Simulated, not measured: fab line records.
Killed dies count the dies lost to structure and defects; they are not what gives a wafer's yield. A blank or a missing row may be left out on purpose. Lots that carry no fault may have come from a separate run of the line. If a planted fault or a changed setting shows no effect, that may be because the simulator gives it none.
A struck lot beside a sound one -- flow n5 finfet -- 16 steps out of a route of 1938
Sound: these wafers, L360.3, L360.5, L360.6. Struck: wafer L376.4 (left out: L376.5, a lot-mate that was not struck); the cause follows at the end.
Per side, at each step with rows, come the tool, then ch with its chambers, and then its first start. Under that, the readings that differ: sound wafers -- struck wafers -- difference of the means -- sigmas: that difference in standard deviations of wafers without a fault.
alike: words and numbers the same on both sides, and readings whose means are apart by under 2 such deviations; not compared: readings that were withheld, readings missing a value for some wafer, numbers with overlapping values and no deviation given by the record, and bounds like >300 which may hide the same value.
Wherever a step has rows on one side only, a row that says differs or no value, or a row with sigmas, the two part there. Numbers that don't overlap but have no deviation are shown without sigmas and don't part them. A reading that every wafer of one side lacks parts them only if that side has two wafers or more.

first, 8 steps without rows for these wafers: N5_BEOL_M5_ALD_86 (deposits TaN, pulse time 2 s, purge time 3 s, co reactant purge time 2 s); N5_BEOL_M5_SURFACE_TREAT_87; N5_BEOL_M5_CVD_47 (deposits Co from CCTBA/H2, target thk 3 nm, time 216 s); N5_BEOL_M5_SPUTTER_48 (material Cu, target thk 15 nm, time 27.62 s); N5_BEOL_M5_ANNEAL_49 (time 1800 s); N5_BEOL_M5_SPUTTER_81 (material Cu, target thk 15 nm, time 27.62 s); N5_BEOL_M5_ANNEAL_82 (time 1800 s); N5_BEOL_M5_SPUTTER_83 (material Cu, target thk 15 nm, time 27.62 s).
N5_BEOL_M5_ANNEAL_84: time 1800 s.
  struck on pvd sputter-01, day 15 06:20; sound on pvd sputter-01, day 9 12:34
reading,sound,struck,difference,sigmas
susceptor temp C (C),400.24 399.64 399.97,400.51,+0.56,+3
  alike: heater power w
N5_BEOL_M5_SPUTTER_88: material Cu, target thk 15 nm, time 27.62 s.
  struck on pvd sputter-01, day 15 06:52; sound on pvd sputter-01, day 9 13:34
  alike: susceptor temp C, throttle valve pct
N5_BEOL_M5_ANNEAL_89: time 1800 s.
  struck on pvd sputter-01, day 15 07:25; sound on pvd sputter-01, day 9 13:38
  alike: heater power w, susceptor temp C
N5_BEOL_M5_SPUTTER_90: material Cu, target thk 4.5 nm, time 8.29 s.
  struck on pvd sputter-01, day 15 07:58; sound on pvd sputter-01, day 9 14:39
  alike: susceptor temp C, throttle valve pct
N5_BEOL_M5_ECD_50: material Cu, target thk 300 nm.
  sound on ecd cu-01 ch 0,1, day 9 14:47; struck on ecd cu-01 ch 0, day 15 08:04
reading,sound,struck,difference,sigmas
model.Cu_of_BEOL_M5_ECD_50.thk nm (nm),300.8 296.8 305,180.6,-120.3,
N5_BEOL_M5_ANNEAL_51: time 90 s.
  sound on rtp anneal-02 ch 0, day 9 14:56; struck on rtp anneal-02 ch 0, day 15 08:16
  alike: anneal temp c, wafer_temp_C_max
N5_BEOL_M5_CMP_52: polishes, stops on SiCOH lowk, t overpolish 6.9 s, target thk 62 nm.
  sound on cmp-01 ch 2,3, day 9 15:14; struck on cmp-04 ch 1, day 15 08:29
reading,sound,struck,difference,sigmas
time to endpoint s (s),60 61 65,33,-29,-9
  alike: clearing platen down force psi, clearing platen rpm, motor current A, platen rpm
N5_BEOL_M5_THK_MEAS_53: measures by xrf.
  struck on film metro-02, day 15 08:43; sound on film metro-02, day 9 15:29
  alike: M5_THK

== WHERE THEY PART ==
Last at N5_BEOL_M5_CMP_52 as far as this record goes, first at N5_BEOL_M5_ANNEAL_84. Later steps at which nothing parts them and some readings are alike: N5_BEOL_M5_THK_MEAS_53.

WHY: the cause the simulator had injected
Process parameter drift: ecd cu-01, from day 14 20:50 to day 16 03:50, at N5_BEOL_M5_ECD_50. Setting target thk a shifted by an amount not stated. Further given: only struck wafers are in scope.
